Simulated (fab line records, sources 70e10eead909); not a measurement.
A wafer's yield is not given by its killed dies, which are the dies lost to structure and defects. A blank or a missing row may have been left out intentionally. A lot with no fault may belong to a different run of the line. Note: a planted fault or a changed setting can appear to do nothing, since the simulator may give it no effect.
fab line records -- flow nand-harc
record lots=6, wafers=18, last-day=33
route steps=1302 shown A_BONDPAD@1211 END@1302
lots with no fault: from the same line, run without faults
start-h: start of the lot's first displayed wafer, in hours after the record's first day -- wait-h: how many hours have passed since the lot's step before this one -- " the same as in the row above -- L1.1+2: one row covering several wafers at once -- - no value present, or no start provided -- * or withheld: withheld -- < > ~ a bound
route shown NAME@n: NAME is a module with steps in the file, n the number in the route of the first one -- usual: the fault-free wafers' mean and standard deviation -- same: alike in all rows -- chamber/n: place in a boat -- sites: each site's reading -- _std_site: their standard deviation -- _edge_site: the outer-site mean with the inner-site mean subtracted -- radius-mm: how far each site lies from the wafer's centre -- mask NAME#n: copy n -- behind: the tool/chamber that last shaped the wafer -- hold: why the lot went on hold/how many hours it stayed there/how the hold came to an end -- device: transistor that didn't switch, given as n, p or np -- end of line: the same wafers' tests at the end of the route -- a step without rows: its recipe alone -- killed: at the first sort, the dies lost to defects and structure; wafer yield is something else -- map: per-die view of a wafer (x killed, . not killed, _ where there is no die)
set.NAME: the setting as run; set.NAME@STEP: as run at that earlier step -- model.NAME: the simulator's own value behind a step, which no gauge read
lots seen at some steps along the route; tables by step, rows by wafer
services: the hour from which a tool's chamber was out of use, counted from the record's first day as start-h (under 0 if before that day), plus the number of hours and why
## steps
# step NHARC_A_BONDPAD_EBR_05
# step NHARC_A_BONDPAD_EXPOSE_06
# recipe na=0.55, dose-mj=36.99, mask-id=A_BPAD
# step NHARC_A_BONDPAD_PEB_07
# recipe peb-temp-c=128, peb-time-s=80
# step NHARC_A_BONDPAD_DEVELOP_08
# recipe time-s=50, dev-temp-c=22
# step NHARC_A_BONDPAD_CD_MEAS_09
# recipe target-cd-nm=500, landing-energy-ev=500
# usual cd-nm=501.9/2.7
lot.wafer,tool,chamber,start-h,wait-h,cd-nm
L386.1,cd-sem-03,0,536.02,-,500.1
L386.2,cd-sem-03,0,536.02,-,501.1
L386.5,cd-sem-03,0,536.02,-,502.2
L385.2,cd-sem-03,0,537.75,-,499.3
L385.3,cd-sem-03,0,537.75,-,501.4
L385.6,cd-sem-03,0,537.75,-,499.0
L395.1,cd-sem-03,0,658.76,-,501.4
L395.2,cd-sem-03,0,658.76,-,506.2
L395.4,cd-sem-03,0,658.76,-,508.1
L397.2,cd-sem-02,0,676.26,-,500.8
L397.3,cd-sem-02,0,676.26,-,504.8
L397.4,cd-sem-02,0,676.26,-,502.2
L406.3,cd-sem-02,0,755.10,-,500.3
L406.4,cd-sem-02,0,755.10,-,505.9
L406.6,cd-sem-02,0,755.10,-,507.2
L407.1,cd-sem-01,0,763.99,-,502.1
L407.2,cd-sem-01,0,763.99,-,501.4
L407.6,cd-sem-01,0,763.99,-,502.0
# step NHARC_A_BONDPAD_OVL_MEAS_35
# usual overlay-x-nm=2/3.3, overlay-y-nm=1/5.7
lot.wafer,tool,chamber,start-h,wait-h,overlay-x-nm,overlay-y-nm
L386.1,overlay-02,-,536.10,-,5,0
L386.2,overlay-02,-,536.10,-,6,0
L386.5,overlay-02,-,536.10,-,5,-1
L385.2,overlay-02,-,537.84,-,-3,1
L385.3,overlay-02,-,537.84,-,-3,1
L385.6,overlay-02,-,537.84,-,-4,1
L395.1,overlay-02,-,658.85,-,6,1
L395.2,overlay-02,-,658.85,-,5,1
L395.4,overlay-02,-,658.85,-,5,1
L397.2,overlay-02,-,676.35,-,10,7
L397.3,overlay-02,-,676.35,-,9,7
L397.4,overlay-02,-,676.35,-,9,7
L406.3,overlay-02,-,755.19,-,-2,7
L406.4,overlay-02,-,755.19,-,-1,6
L406.6,overlay-02,-,755.19,-,-2,7
L407.1,overlay-02,-,764.08,-,2,3
L407.2,overlay-02,-,764.08,-,3,3
L407.6,overlay-02,-,764.08,-,3,3
# step NHARC_A_BONDPAD_HARDBAKE_10
# recipe temp-c=118, time-s=65
# step NHARC_A_BONDPAD_DESCUM_11
# recipe time-s=3, o2-flow-sccm=200, ar-flow-sccm=0, bias-power-w=0, chemistry=O2
# usual drypump-motor-current-A=5.7/0.42, mfc-ar-sccm=0.010/0.013, oes-product-au=0.993/0.012, rf-vpp-V=57.6/0.82, showerhead-plenum-p-Torr=1.87/0.066, throttle-valve-pct=11.312/0.0087
lot.wafer,tool,chamber,start-h,wait-h,drypump-motor-current-A,mfc-ar-sccm,oes-product-au,rf-hours-counter-h,rf-vpp-V,showerhead-plenum-p-Torr,throttle-valve-pct
L386.1,rie-diel-06,2,536.23,-,5.8,0,0.976,7,56.9,1.83,11.290
L386.2,rie-diel-06,0,536.23,-,6.1,0,0.998,6,56.0,1.82,11.314
L386.5,rie-diel-06,3,536.23,-,5.9,0,0.981,-,57.8,1.89,11.320
L385.2,rie-diel-06,3,537.98,-,5.9,0,1.000,6,59.0,1.89,11.300
L385.3,rie-diel-06,0,537.98,-,6.1,0,0.988,6,58.2,1.82,11.311
L385.6,rie-diel-06,2,537.98,-,5.8,0,0.972,-,56.5,1.83,11.312
L395.1,rie-diel-06,0,658.98,-,6.2,0,0.994,32,57.4,1.81,11.305
L395.4,rie-diel-06,2,658.98,-,5.8,0,0.971,24,58.2,1.83,11.314
L395.2,rie-diel-06,3,658.98,-,5.9,0,0.996,31,57.8,1.88,11.316
L397.3,rie-diel-11,2,676.48,-,5.5,0,0.999,3,57.3,1.84,11.319
L397.2,rie-diel-11,3,676.48,-,5.8,0.033,0.991,2,58.4,2.01,11.306
L397.4,rie-diel-11,0,676.48,-,6.2,0.002,1.001,2,57.6,1.91,11.295
L406.4,rie-diel-06,0,755.31,-,6.1,0,1.004,12,57.6,1.81,11.328
L406.3,rie-diel-06,2,755.31,-,5.8,0,0.997,13,57.3,1.83,11.320
L406.6,rie-diel-06,1,755.31,-,4.9,0.030,0.976,-,57.4,1.85,11.310
L407.2,rie-diel-06,3,764.21,-,5.9,0,0.987,15,56.5,1.88,11.313
L407.1,rie-diel-06,2,764.21,-,5.9,0,1.015,15,57.2,1.82,11.321
L407.6,rie-diel-06,0,764.21,-,6.1,0,1.005,-,56.8,1.81,11.310
# step NHARC_A_BONDPAD_ETCH_34
# recipe target-depth-a=600, overetch-a=180, time-s=65.91, ion-energy-ev=200, n2-flow-sccm=150, h2-flow-sccm=150, ar-flow-sccm=0, rf-w=400, bias-w=150, chemistry=N2/H2
# usual drypump-motor-current-A=5.7/0.42, mfc-ar-sccm=0.010/0.013, oes-product-au=0.991/0.012, rf-vpp-V=429.3/2, showerhead-plenum-p-Torr=1.99/0.071, throttle-valve-pct=14.171/0.0092
lot.wafer,tool,chamber,start-h,wait-h,drypump-motor-current-A,mfc-ar-sccm,oes-product-au,rf-hours-counter-h,rf-vpp-V,showerhead-plenum-p-Torr,throttle-valve-pct
L386.2,rie-diel-06,0,536.32,0.1,6.1,0,0.983,6,427.8,1.94,14.164
L386.1,rie-diel-06,2,536.32,0.1,5.8,0,0.985,7,429.4,1.95,14.172
L386.5,rie-diel-06,0,536.32,0.1,6.1,0,0.990,-,426.3,1.94,14.159
L385.3,rie-diel-06,2,538.05,0.1,5.9,0,0.972,7,427.6,1.95,14.189
L385.2,rie-diel-06,3,538.05,0.1,5.9,0,0.981,6,429.8,2.01,14.172
L385.6,rie-diel-06,3,538.05,0.1,5.8,0,0.979,-,428.9,2.01,14.159
L395.4,rie-diel-06,1,659.06,0.1,4.8,0.030,0.989,30,428.2,1.98,14.177
L395.2,rie-diel-06,2,659.06,0.1,5.8,0,0.973,24,428.0,1.95,14.167
L395.1,rie-diel-06,0,659.06,0.1,6.1,0,0.989,32,428.3,1.93,14.181
L397.3,rie-diel-11,3,676.56,0.1,5.8,0.033,0.980,2,433.0,2.14,14.171
L397.4,rie-diel-11,0,676.56,0.1,6.2,0.002,1.007,2,431.3,2.04,14.159
L397.2,rie-diel-11,1,676.56,0.1,5.3,0.015,0.993,2,427.3,1.91,14.159
L406.4,rie-diel-06,0,755.39,0.1,6.1,0,1.010,12,427.4,1.93,14.176
L406.3,rie-diel-06,3,755.39,0.1,5.9,0,0.992,12,428.8,2.00,14.184
L406.6,rie-diel-06,0,755.39,0.1,6.1,0,0.992,-,426.4,1.93,14.166
L407.1,rie-diel-06,1,764.30,0.1,4.8,0.030,0.992,12,428.4,1.97,14.176
L407.2,rie-diel-06,3,764.30,0.1,5.8,0,0.994,15,430.7,2.00,14.172
L407.6,rie-diel-06,1,764.30,0.1,4.8,0.030,0.978,-,429.9,1.97,14.191
# step NHARC_A_BONDPAD_ETCH_12
# recipe target-depth-a=2200, time-s=110, chf3-flow-sccm=50, o2-flow-sccm=10, ar-flow-sccm=200, rf-w=500, bias-w=200, chemistry=CHF3/O2
# usual drypump-motor-current-A=5.7/0.4, mfc-ar-sccm=200.0/0.58, oes-product-au=0.929/0.023, rf-vpp-V=369.5/1.9, showerhead-plenum-p-Torr=2.35/0.078, throttle-valve-pct=20.573/0.0095
lot.wafer,tool,chamber,start-h,wait-h,drypump-motor-current-A,mfc-ar-sccm,oes-product-au,rf-hours-counter-h,rf-vpp-V,showerhead-plenum-p-Torr,throttle-valve-pct
L386.2,rie-diel-06,3,-,-,5.9,200.2,0.912,6,370.6,2.37,20.582
L386.1,rie-diel-06,1,-,-,4.8,200.5,0.908,7,368.5,2.34,20.583
L386.5,rie-diel-06,0,-,-,6.1,200.6,0.917,-,367.3,2.29,20.576
L385.3,rie-diel-06,2,-,-,5.9,200.2,0.899,7,367.0,2.31,20.558
L385.2,rie-diel-06,3,-,-,5.9,200.2,0.909,6,370.0,2.37,20.580
L385.6,rie-diel-06,2,-,-,5.8,199.7,0.902,-,368.1,2.31,20.578
L395.1,rie-diel-06,2,-,-,5.8,199.9,0.903,24,370.3,2.30,20.562
L395.4,rie-diel-06,3,-,-,5.9,199.2,0.917,31,369.8,2.36,20.564
L395.2,rie-diel-06,0,-,-,6.1,199.3,0.917,32,367.2,2.28,20.578
L397.4,rie-diel-11,3,-,-,5.8,200.6,0.948,2,373.3,2.51,20.574
L397.3,rie-diel-11,1,-,-,5.2,200.1,0.949,3,367.1,2.26,20.587
L397.2,rie-diel-11,2,-,-,5.6,200.5,0.963,3,369.1,2.31,20.570
L406.4,rie-diel-06,0,-,-,6.1,201.0,0.918,12,367.3,2.28,20.553
L406.3,rie-diel-06,2,-,-,5.8,199.7,0.927,13,369.5,2.30,20.577
L406.6,rie-diel-06,0,-,-,6.2,200.6,0.921,-,367.5,2.28,20.573
L407.1,rie-diel-06,2,-,-,5.8,199.8,0.927,15,369.6,2.30,20.580
L407.2,rie-diel-06,1,-,-,4.8,200.5,0.916,12,369.5,2.33,20.579
L407.6,rie-diel-06,2,-,-,5.9,200.5,0.916,-,366.8,2.30,20.582
# step NHARC_A_BONDPAD_CD_MEAS_13
# usual cd-nm=501.6/3
lot.wafer,tool,chamber,start-h,wait-h,cd-nm
L386.1,cd-sem-02,-,536.54,-,498.2
L386.2,cd-sem-02,-,536.54,-,499.7
L386.5,cd-sem-02,-,536.54,-,502.7
L385.2,cd-sem-02,-,538.28,-,500.2
L385.3,cd-sem-02,-,538.28,-,500.5
L385.6,cd-sem-02,-,538.28,-,499.1
L395.1,cd-sem-03,-,659.29,-,500.9
L395.2,cd-sem-03,-,659.29,-,506.5
L395.4,cd-sem-03,-,659.29,-,509.0
L397.2,cd-sem-01,-,676.79,-,500.3
L397.3,cd-sem-01,-,676.79,-,506.3
L397.4,cd-sem-01,-,676.79,-,501.5
L406.3,cd-sem-01,-,755.63,-,497.6
L406.4,cd-sem-01,-,755.63,-,505.7
L406.6,cd-sem-01,-,755.63,-,505.6
L407.1,cd-sem-01,-,764.52,-,499.1
L407.2,cd-sem-01,-,764.52,-,500.4
L407.6,cd-sem-01,-,764.52,-,500.6
# step NHARC_A_BONDPAD_STRIP_15
# recipe o2-flow-sccm=500, ar-flow-sccm=0, bias-w=0, chemistry=O2
# usual drypump-motor-current-A=5.7/0.41, mfc-ar-sccm=0.010/0.013, oes-product-au=0.993/0.014, rf-vpp-V=57.5/0.89, showerhead-plenum-p-Torr=3.45/0.11, throttle-valve-pct=17.036/0.0088
lot.wafer,tool,chamber,start-h,wait-h,drypump-motor-current-A,mfc-ar-sccm,oes-product-au,rf-hours-counter-h,rf-vpp-V,showerhead-plenum-p-Torr,throttle-valve-pct
L386.2,rie-diel-11,0,536.62,0.1,6.2,0.002,1.000,2,56.9,3.53,17.041
L386.1,rie-diel-11,3,536.62,0.1,5.8,0.033,0.987,2,58.1,3.69,17.038
L386.5,rie-diel-11,0,536.62,0.1,6.2,0.002,1.004,-,56.7,3.53,17.019
L385.2,rie-diel-06,1,538.35,0.1,4.9,0.030,0.976,7,58.6,3.44,17.050
L385.3,rie-diel-06,2,538.35,0.1,5.9,0,0.979,7,56.4,3.39,17.038
L385.6,rie-diel-06,1,538.35,0.1,4.9,0.030,0.972,-,57.8,3.44,17.040
L395.4,rie-diel-11,0,659.37,0.1,6.2,0.002,1.012,2,57.7,3.53,17.031
L395.1,rie-diel-11,2,659.37,0.1,5.6,0,0.989,2,57.7,3.40,17.036
L395.2,rie-diel-11,3,659.37,0.1,5.8,0.033,0.988,2,57.0,3.69,17.043
L397.4,rie-diel-11,1,676.88,0.1,5.3,0.015,0.979,3,56.8,3.32,17.019
L397.3,rie-diel-11,2,676.88,0.1,5.6,0,1.002,3,56.4,3.40,17.032
L397.2,rie-diel-11,3,676.88,0.1,5.8,0.033,0.978,2,58.3,3.69,17.049
L406.3,rie-diel-11,2,755.72,0.1,5.6,0,1.006,5,57.9,3.40,17.033
L406.4,rie-diel-11,2,755.72,0.1,5.5,0,1.001,-,56.8,3.40,17.029
L406.6,rie-diel-11,3,755.72,0.1,5.8,0.033,0.992,-,57.5,3.69,17.041
L407.2,rie-diel-06,3,764.63,0.1,5.9,0,0.978,15,58.3,3.46,17.023
L407.1,rie-diel-06,0,764.63,0.1,6.1,0,1.015,14,56.8,3.35,17.027
L407.6,rie-diel-06,1,764.63,0.1,4.9,0.030,0.976,-,57.2,3.42,17.033
# step NHARC_A_BONDPAD_ETCH_24
# recipe target-depth-a=300, over-etch-frac=0.3, time-s=72.99, ion-energy-ev=150, cf4-flow-sccm=50, n2-flow-sccm=100, ar-flow-sccm=150, rf-w=300, bias-w=100, chemistry=CF4/N2
# usual drypump-motor-current-A=5.8/0.38, mfc-ar-sccm=149.9/0.45, oes-product-au=0.992/0.014, rf-vpp-V=313.3/1.8, showerhead-plenum-p-Torr=2.57/0.083, throttle-valve-pct=19.795/0.0087
lot.wafer,tool,chamber,start-h,wait-h,drypump-motor-current-A,mfc-ar-sccm,oes-product-au,rf-hours-counter-h,rf-vpp-V,showerhead-plenum-p-Torr,throttle-valve-pct
L386.2,rie-diel-11,0,536.77,-,6.2,150.0,1.011,2,315.6,2.63,19.785
L386.1,rie-diel-11,3,536.77,-,5.8,150.0,0.976,3,317.0,2.75,19.794
L386.5,rie-diel-11,0,536.77,-,6.2,149.7,1.001,-,314.4,2.63,19.783
L385.3,rie-diel-06,1,538.52,-,4.9,149.6,0.972,7,313.3,2.56,19.801
L385.2,rie-diel-06,2,538.52,-,5.8,150.1,0.964,8,313.2,2.52,19.800
L385.6,rie-diel-06,3,538.52,-,5.9,149.8,0.975,-,313.4,2.59,19.780
L395.2,rie-diel-11,1,659.52,-,5.3,150.1,0.980,2,312.3,2.47,19.799
L395.1,rie-diel-11,3,659.52,-,5.8,149.9,0.984,2,315.7,2.75,19.795
L395.4,rie-diel-11,0,659.52,-,6.3,149.5,0.863,2,315.2,2.63,19.807
L397.3,rie-diel-11,2,677.02,-,5.5,149.3,1.004,3,313.8,2.53,19.799
L397.4,rie-diel-11,3,677.02,-,5.8,150.1,0.983,3,316.2,2.75,19.787
L397.2,rie-diel-11,0,677.02,-,6.2,150.5,0.865,2,314.9,2.63,19.787
L406.3,rie-diel-11,2,755.88,0.1,5.5,150.1,0.998,5,313.5,2.53,19.799
L406.4,rie-diel-11,2,755.88,0.1,5.5,150.3,1.002,-,312.9,2.53,19.792
L406.6,rie-diel-11,0,755.88,0.1,6.2,149.4,0.999,-,314.3,2.63,19.807
L407.2,rie-diel-06,2,764.74,-,5.8,150.1,0.997,15,313.1,2.51,19.794
L407.1,rie-diel-06,3,764.74,-,5.9,149.8,0.985,15,315.7,2.58,19.798
L407.6,rie-diel-06,3,764.74,-,5.8,150.0,0.991,-,315.4,2.58,19.799
# step NHARC_A_BONDPAD_STRIP_16
# recipe time-s=600, temp-c=30, chemistry=post-etch-residue-remover
# step NHARC_END_SORT_01
# recipe temp-c=25
# usual defect-limited-yield=91/3.1, killed-at-array=54/21, killed-at-other=0.9/1.1, killed-at-periphery=3.5/2.5, killed-dies=58/21, killed-open=3.3/1.9, killed-short=2.6/1.8, sort_bin_2_pct=3.0/1.4, sort_bin_3_pct=0.6/0.41, sort_bin_4_pct=4.9/1.7, sort-n-pass=619/21, sort-rim-yield-pct=92/4, sort-yield-pct=91/3.1
# same gross-dies=677, sort_bin_5_pct[%]=0, sort_bin_6_pct[%]=0, sort_bin_7_pct[%]=0, sort_bin_8_pct[%]=0, sort-rim-n-gross=106.00
lot.wafer,tool,chamber,start-h,wait-h,defect-limited-yield[%],killed-at-array,killed-at-other,killed-at-periphery,killed-dies,killed-open,killed-short,sort_bin_2_pct[%],sort_bin_3_pct[%],sort_bin_4_pct[%],sort-n-pass,sort-rim-yield-pct[%],sort-yield-pct[%]
L386.1,prober-01,0,576.10,2.5,91,51,1,6,58,1,3,2.4,0.3,5.9,619,94,91
L386.2,prober-01,0,576.89,2.8,92,51,0,6,57,5,3,2.4,0.9,5.2,620,95,92
L386.5,prober-01,0,579.27,3.7,91,60,0,2,62,5,3,2.7,1.0,5.5,615,92,91
# killed by level:class
L386.1 A_CHANNEL_HOLE_D1:chamber-film-flake=38 A_CHANNEL_HOLE_D2:chamber-film-flake=6 P_STI:chamber-film-flake=4 A_CONTACT:chamber-film-flake=2 P_CONTACT:geometric-particle:short=1 A_CHANNEL_FILL_D1:geometric-particle:open=1 A_CHANNEL_FILL_D1:geometric-particle:short=1 A_SGD_CUT:geometric-particle:short=1
L386.2 A_CHANNEL_HOLE_D1:chamber-film-flake=31 P_STI:chamber-film-flake=5 A_CHANNEL_HOLE_D2:chamber-film-flake=4 A_STAIRCASE:chamber-film-flake=4 A_CONTACT:chamber-film-flake=3 A_CHANNEL_FILL_D2:geometric-particle:open=2 A_DECK1_JOINT:chamber-film-flake=2 P_BONDPAD:geometric-particle:short=1
L386.5 A_CHANNEL_HOLE_D1:chamber-film-flake=30 A_CHANNEL_HOLE_D2:chamber-film-flake=10 A_CONTACT:chamber-film-flake=5 A_CHANNEL_FILL_D2:chamber-film-flake=3 A_STAIRCASE:chamber-film-flake=3 P_CONTACT:geometric-particle:open=2 A_DECK1_JOINT:geometric-particle:open=2 A_DECK1_JOINT:chamber-film-flake=2
## services
tool,chamber,start-h,hours,kind
rie-diel-06,0,517.70,-,clean
rie-diel-06,1,517.70,-,clean
rie-diel-06,2,517.70,-,clean
rie-diel-06,3,517.70,-,clean
rie-diel-06,0,542.20,-,clean
rie-diel-06,1,542.20,-,clean
rie-diel-06,2,542.20,-,clean
rie-diel-06,3,542.20,-,clean
rie-diel-06,0,566.78,-,clean
rie-diel-06,1,566.78,-,clean
rie-diel-06,2,566.78,-,clean
rie-diel-06,3,566.78,-,clean
rie-diel-06,0,591.28,-,clean
rie-diel-06,1,591.28,-,clean
rie-diel-06,2,591.28,-,clean
rie-diel-06,3,591.28,-,clean
rie-diel-11,-,609.52,9.0,pm
rie-diel-06,-,660.48,0.3,repair
rie-diel-06,-,661.31,9.0,pm
rie-diel-06,1,670.89,15.1,repair
rie-diel-11,3,686.48,6.0,repair
rie-diel-11,3,744.33,1.7,repair
rie-diel-11,-,745.55,0.7,repair
rie-diel-11,1,754.04,5.3,repair
## key
first-sign step=NHARC_A_BONDPAD_ETCH_24, reading=oes-product-au, direction=down, sigmas=9.2, usual=0.992, struck=0.864
effect none on later readings
met-at NHARC_A_BONDPAD_ETCH_24
struck-wafers L395.4,L397.2
onset-between 536.77 659.52
fault kind=process-parameter-drift, tool=rie-diel-11, chamber=0, onset-h=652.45, steps=NHARC_A_BONDPAD_ETCH_24, channel=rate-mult, offset=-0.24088, shape=step, end-h=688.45
